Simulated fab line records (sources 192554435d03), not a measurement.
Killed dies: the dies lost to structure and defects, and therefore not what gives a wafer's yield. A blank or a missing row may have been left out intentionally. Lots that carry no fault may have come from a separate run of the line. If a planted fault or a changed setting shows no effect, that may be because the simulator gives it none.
Split-lot study ; flow n5 finfet ; 7 lots, 21 wafers read, on a route of 1938 steps

== ON THE SPLIT ==
At N5_BEOL_M10_ETCH_41 (etches SiCN in CH3F/O2, target depth 42.6 nm, time 86 s), the setting source w was moved away from the recipe's 395 W on 6 of the 21 wafers read, by -13.3% to +13.4%. For the rest of the wafers, this setting stayed at what the recipe calls for.

Reading taken at the split's own step.

== THE READING ==
rf vpp V, in V, at N5_BEOL_M10_ETCH_41 (etches SiCN in CH3F/O2, target depth 42.6 nm, time 86 s). On this fab line, fault-free wafers typically give 297.9 V with a standard deviation of 1.8 V.

wafer;tool, chamber at the split;source w as run, W;against the recipe;rf vpp V, V;against lot-mates on the recipe
L077.3;rie diel-03, 0;395;recipe;298.4;-
L077.5;rie diel-03, 0;395;recipe;298.4;-
L077.6;rie diel-03, 3;395;recipe;299.2;-
L078.1;rie diel-01, 3;395;recipe;298.0;-
L078.2;rie diel-01, 1;433.4;+9.7%;286.2;-11.8
L078.4;rie diel-01, 2;433.4;+9.7%;290.0;-8.0
L079.1;rie diel-03, 1;415.2;+5.1%;293.8;-1.6
L079.2;rie diel-03, 2;395;recipe;295.4;-
L079.6;rie diel-03, 0;415.2;+5.1%;294.3;-1.1
L082.4;rie diel-01, 3;342.3;-13.3%;312.7;+14.5
L082.5;rie diel-01, 2;395;recipe;300.0;-
L082.6;rie diel-01, 1;395;recipe;296.4;-
L085.2;rie diel-01, 1;395;recipe;294.7;-
L085.3;rie diel-01, 2;395;recipe;300.8;-
L085.6;rie diel-01, 3;395;recipe;298.9;-
L088.3;rie diel-03, 2;395;recipe;294.1;-
L088.4;rie diel-03, 2;447.8;+13.4%;282.7;-13.7
L088.5;rie diel-03, 1;395;recipe;298.6;-
L090.4;rie diel-03, 0;395;recipe;298.5;-
L090.5;rie diel-03, 2;395;recipe;296.4;-
L090.6;rie diel-03, 3;395;recipe;298.4;-

THE FIT
A straight line over all 21 wafers: rf vpp V changes by -1.06 V for each +1% of source w; r = -0.95; the points scatter about the line by 1.9 V.
The same after taking each lot's own level away (the mean of its wafers on the recipe; 21 wafers): -0.992 V for each +1%; r = -0.94; scatter 2 V.
Per that fit: largest source w move, reading shift of 13 V.
The lots' own levels span 295.40 to 298.67 V, that is 1.8 times the standard deviation above.
The two slopes agree, so the slope changes little with the lot-to-lot level.
Check: -12.6 V against its lot-mates is what the line predicts for one of the wafers moved furthest among these (+13.4%) when that wafer is left out of the fit. It came out at -13.7 V against them.
Tool readings at the split's step, against how far the setting was moved: rf vpp V r = -0.95.

== OTHER SPLITS ON THESE WAFERS ==
These wafers also went through other splits before the reading. Each is held against what the fit with the lots' levels taken away leaves over:
other split on the same wafers;wafers away from the commonest value;r with rf vpp V (lot level and that fit taken away)
N5_BEOL_M9_EXPOSE_08 dose mj;6;-0.44
N5_BEOL_M9_ETCH_66 bias w;5;+0.24
N5_BEOL_M9_TRENCH_ETCH_37 source w;5;-0.03

== THE FILE'S OWN FIT ==
rf vpp V changes by -1 V for each +1% of source w, r = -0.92.
